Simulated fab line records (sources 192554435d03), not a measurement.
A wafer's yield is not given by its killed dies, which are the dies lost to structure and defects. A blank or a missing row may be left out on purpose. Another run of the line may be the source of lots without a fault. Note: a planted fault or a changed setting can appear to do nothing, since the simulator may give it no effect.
Which tool was responsible? :: flow n5Finfet :: 10 lots, 30 wafers sampled, at 5 steps of a route of 1938

== WHAT THE GAUGES READ, wafer by wafer ==
N5_PASSIVATION_OVL_MEAS_63.
lot: L532
measured: day 11 06:29
on: overlay-01
PAD_OVL (nm): 0 9 4

lot: L531
measured: day 11 13:03
on: overlay-01
PAD_OVL (nm): -9 -1 0

lot: L535
measured: day 12 06:22
on: overlay-01
PAD_OVL (nm): 1 1 1

lot: L534
measured: day 12 09:34
on: overlay-02
PAD_OVL (nm): -1 7 3

lot: L544
measured: day 17 20:35
on: overlay-02
PAD_OVL (nm): 11 4 4

lot: L543
measured: day 17 21:23
on: overlay-01
PAD_OVL (nm): -9 -3 -10

lot: L550
measured: day 18 22:07
on: overlay-02
PAD_OVL (nm): -1 -2 0

lot: L551
measured: day 19 01:32
on: overlay-02
PAD_OVL (nm): -3 1 3

lot: L554
measured: day 19 21:18
on: overlay-01
PAD_OVL (nm): 6 1 7

lot: L549
measured: day 20 07:08
on: overlay-02
PAD_OVL (nm): 0 1 2

N5_PASSIVATION_CD_MEAS_44: target cd 40000 nm.
lot: L532
measured: day 11 08:35
on: cdSem-02
cdNm (nm): 39999 39998 40000

lot: L531
measured: day 11 16:05
on: cdSem-03
cdNm (nm): 39997 39992 39999

lot: L535
measured: day 12 08:04
on: cdSem-01
cdNm (nm): 40002 40001 39996

lot: L534
measured: day 12 11:17
on: cdSem-03
cdNm (nm): 39999 39999 39999

lot: L544
measured: day 17 22:20
on: cdSem-03
cdNm (nm): 40017 40021 40025

lot: L543
measured: day 17 23:05
on: cdSem-03
cdNm (nm): 40030 40026 40033

lot: L550
measured: day 18 23:52
on: cdSem-02
cdNm (nm): 40002 40000 40003

lot: L551
measured: day 19 03:41
on: cdSem-02
cdNm (nm): 40002 40008 40001

lot: L554
measured: day 19 23:11
on: cdSem-02
cdNm (nm): 40001 39997 40006

lot: L549
measured: day 20 09:08
on: cdSem-01
cdNm (nm): 40005 40005 40001

== WHAT TOOL EACH LOT RAN ON (gives the tool, then ch and the chambers of the sampled wafers, and finally the start) ==
lot: L532
N5_PASSIVATION_VIA_ETCH_13: rieDiel-03 ch 0,1, day 11 05:15
N5_PASSIVATION_DEGAS_18: pvdSputter-02, day 11 05:40
N5_PASSIVATION_EXPOSE_41: krfScanner-01 ch 0, day 11 08:25

lot: L531
N5_PASSIVATION_VIA_ETCH_13: rieDiel-03 ch 0,1, day 11 11:44
N5_PASSIVATION_DEGAS_18: pvdSputter-03, day 11 12:14
N5_PASSIVATION_EXPOSE_41: krfScanner-01 ch 0, day 11 15:55

lot: L535
N5_PASSIVATION_VIA_ETCH_13: rieDiel-04 ch 0,1,2, day 12 05:15
N5_PASSIVATION_DEGAS_18: pvdSputter-02, day 12 05:41
N5_PASSIVATION_EXPOSE_41: krfScanner-02 ch 0, day 12 07:53

lot: L534
N5_PASSIVATION_VIA_ETCH_13: rieDiel-02 ch 1,3, day 12 08:08
N5_PASSIVATION_DEGAS_18: pvdSputter-02, day 12 08:46
N5_PASSIVATION_EXPOSE_41: krfScanner-02 ch 0, day 12 11:06

lot: L544
N5_PASSIVATION_VIA_ETCH_13: rieDiel-03 ch 0,1,3, day 17 19:13
N5_PASSIVATION_DEGAS_18: pvdSputter-02, day 17 19:54
N5_PASSIVATION_EXPOSE_41: krfScanner-02 ch 0, day 17 22:09

lot: L543
N5_PASSIVATION_VIA_ETCH_13: rieDiel-02 ch 0,1,3, day 17 19:54
N5_PASSIVATION_DEGAS_18: pvdSputter-01, day 17 20:42
N5_PASSIVATION_EXPOSE_41: krfScanner-02 ch 0, day 17 22:55

lot: L550
N5_PASSIVATION_VIA_ETCH_13: rieDiel-04 ch 0,1, day 18 20:37
N5_PASSIVATION_DEGAS_18: pvdSputter-01, day 18 21:18
N5_PASSIVATION_EXPOSE_41: krfScanner-01 ch 0, day 18 23:41

lot: L551
N5_PASSIVATION_VIA_ETCH_13: rieDiel-04 ch 0,2, day 19 00:11
N5_PASSIVATION_DEGAS_18: pvdSputter-01, day 19 00:36
N5_PASSIVATION_EXPOSE_41: krfScanner-01 ch 0, day 19 03:31

lot: L554
N5_PASSIVATION_VIA_ETCH_13: rieDiel-03 ch 1,2,3, day 19 19:52
N5_PASSIVATION_DEGAS_18: pvdSputter-02, day 19 20:37
N5_PASSIVATION_EXPOSE_41: krfScanner-01 ch 0, day 19 23:01

lot: L549
N5_PASSIVATION_VIA_ETCH_13: rieDiel-02 ch 0,1, day 20 03:37
N5_PASSIVATION_DEGAS_18: pvdSputter-03, day 20 06:19
N5_PASSIVATION_EXPOSE_41: krfScanner-01 ch 0, day 20 08:58
- N5_PASSIVATION_VIA_ETCH_13: etches SiO2 in CHF3/O2, target depth 660 nm, time 330 s.
- N5_PASSIVATION_DEGAS_18: time 60 s.
- N5_PASSIVATION_EXPOSE_41: exposes mask PASS OPEN, defocus 0 nm, target cd 40000 nm.

== AS READ BY THE TOOLS THEMSELVES (means over the sampled wafers that have a number; for cases with no such wafer, the mark the record gives instead) ==
N5_PASSIVATION_VIA_ETCH_13.
lot: L532
tool: rieDiel-03
drypumpMotorCurrentA (A): 5.4
etchRfOnTimeS (s): 234
oesProductAu (a.u.): 0.70
rfVppV (V): 515
showerheadPlenumPTorr (Torr): 2.35
throttleValvePct (%): 19.12

lot: L531
tool: rieDiel-03
drypumpMotorCurrentA (A): 5.3
etchRfOnTimeS (s): 239
oesProductAu (a.u.): 0.74
rfVppV (V): 514
showerheadPlenumPTorr (Torr): 2.41
throttleValvePct (%): 19.03

lot: L535
tool: rieDiel-04
drypumpMotorCurrentA (A): 5.6
etchRfOnTimeS (s): 239
oesProductAu (a.u.): 0.66
rfVppV (V): 519
showerheadPlenumPTorr (Torr): 2.36
throttleValvePct (%): 18.91

lot: L534
tool: rieDiel-02
drypumpMotorCurrentA (A): 6.1
etchRfOnTimeS (s): 234
oesProductAu (a.u.): 0.67
rfVppV (V): 523
showerheadPlenumPTorr (Torr): 2.44
throttleValvePct (%): 18.76

lot: L544
tool: rieDiel-03
drypumpMotorCurrentA (A): 5.5
etchRfOnTimeS (s): 237
oesProductAu (a.u.): 0.70
rfVppV (V): 516
showerheadPlenumPTorr (Torr): 2.39
throttleValvePct (%): 19.03

lot: L543
tool: rieDiel-02
drypumpMotorCurrentA (A): 6.1
etchRfOnTimeS (s): 233
oesProductAu (a.u.): 0.65
rfVppV (V): 522
showerheadPlenumPTorr (Torr): 2.41
throttleValvePct (%): 18.83

lot: L550
tool: rieDiel-04
drypumpMotorCurrentA (A): 5.4
etchRfOnTimeS (s): 228
oesProductAu (a.u.): 0.74
rfVppV (V): 510
showerheadPlenumPTorr (Torr): 2.33
throttleValvePct (%): 18.94

lot: L551
tool: rieDiel-04
drypumpMotorCurrentA (A): 5.8
etchRfOnTimeS (s): 231
oesProductAu (a.u.): 0.82
rfVppV (V): 527
showerheadPlenumPTorr (Torr): 2.36
throttleValvePct (%): 18.52

lot: L554
tool: rieDiel-03
drypumpMotorCurrentA (A): 5.5
etchRfOnTimeS (s): 243
oesProductAu (a.u.): 0.73
rfVppV (V): 521
showerheadPlenumPTorr (Torr): 2.41
throttleValvePct (%): 18.93

lot: L549
tool: rieDiel-02
drypumpMotorCurrentA (A): 6.4
etchRfOnTimeS (s): 235
oesProductAu (a.u.): 0.86
rfVppV (V): 525
showerheadPlenumPTorr (Torr): 2.36
throttleValvePct (%): 18.47

N5_PASSIVATION_DEGAS_18.
lot: L532
tool: pvdSputter-02
heaterPowerW (W): 470

lot: L531
tool: pvdSputter-03
heaterPowerW (W): 518

lot: L535
tool: pvdSputter-02
heaterPowerW (W): 487

lot: L534
tool: pvdSputter-02
heaterPowerW (W): 473

lot: L544
tool: pvdSputter-02
heaterPowerW (W): 438

lot: L543
tool: pvdSputter-01
heaterPowerW (W): 494

lot: L550
tool: pvdSputter-01
heaterPowerW (W): 470

lot: L551
tool: pvdSputter-01
heaterPowerW (W): 457

lot: L554
tool: pvdSputter-02
heaterPowerW (W): 459

lot: L549
tool: pvdSputter-03
heaterPowerW (W): 493

N5_PASSIVATION_EXPOSE_41.
lot: L532
tool: krfScanner-01
exposureDoseMJCm2: 57.26

lot: L531
tool: krfScanner-01
exposureDoseMJCm2: 57.25

lot: L535
tool: krfScanner-02
exposureDoseMJCm2: 57.27

lot: L534
tool: krfScanner-02
exposureDoseMJCm2: 57.25

lot: L544
tool: krfScanner-02
exposureDoseMJCm2: 61.49

lot: L543
tool: krfScanner-02
exposureDoseMJCm2: 61.40

lot: L550
tool: krfScanner-01
exposureDoseMJCm2: 57.21

lot: L551
tool: krfScanner-01
exposureDoseMJCm2: 57.27

lot: L554
tool: krfScanner-01
exposureDoseMJCm2: 57.22

lot: L549
tool: krfScanner-01
exposureDoseMJCm2: 57.30

== THE ANSWER, worked out from the rows above alone ==
Rule: the usual values come from the lots themselves. Put in order of their means at a reading, lots are off if they are a third of the lots or fewer, leave a main group of 4 or more, and stand apart from it by a gap of 3 or more times the standard deviation of the main group's means; of several such gaps the widest counts. A main group whose means are all the same, to the digits that the tables above print for the reading, isn't used. Also off: a lot with no number at a reading for which 4 or more lots have one. Any other lot the step has rows for is counted as sound. After the gauges, taken in route order, come the tools' own readings; for these a lot's mean is taken, as printed above. The first step at which some lot is off is used, and at that step the reading that is off furthest; a lot without a number counts as furthest.
Off: L544, L543, at N5_PASSIVATION_CD_MEAS_44 (cdNm). For the main group the mean is 40000 nm and the standard deviation 2.4.
A tool fits if, at a process step before that reading, it ran every lot that is off, and no sound lot after the first of them. Not tried: the gauges at N5_PASSIVATION_CD_MEAS_44; whatever is off there is also off at N5_PASSIVATION_EXPOSE_41, on other tools, and gauge error can't account for it. One fits: N5_PASSIVATION_EXPOSE_41 on krfScanner-02. Its last sound lot is L534 (day 12 11:06), its first lot that is off L544 (day 17 22:09): a fault that began between those two fits.
The tool's own readings at N5_PASSIVATION_EXPOSE_41 bear it out: on the lots that are off they differ by more than 5 times the standard deviation of the sound lots' means. exposureDoseMJCm2 reads 61.45 there against 57.25 on the sound lots.

== WHAT THE SIMULATOR HAD INSERTED ==
Process parameters drifting: krfScanner-02 at N5_PASSIVATION_EXPOSE_41, beginning at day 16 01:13. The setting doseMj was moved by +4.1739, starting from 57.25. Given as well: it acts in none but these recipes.
Lots struck among those shown: L544, L543. The rule above reached the same finding.
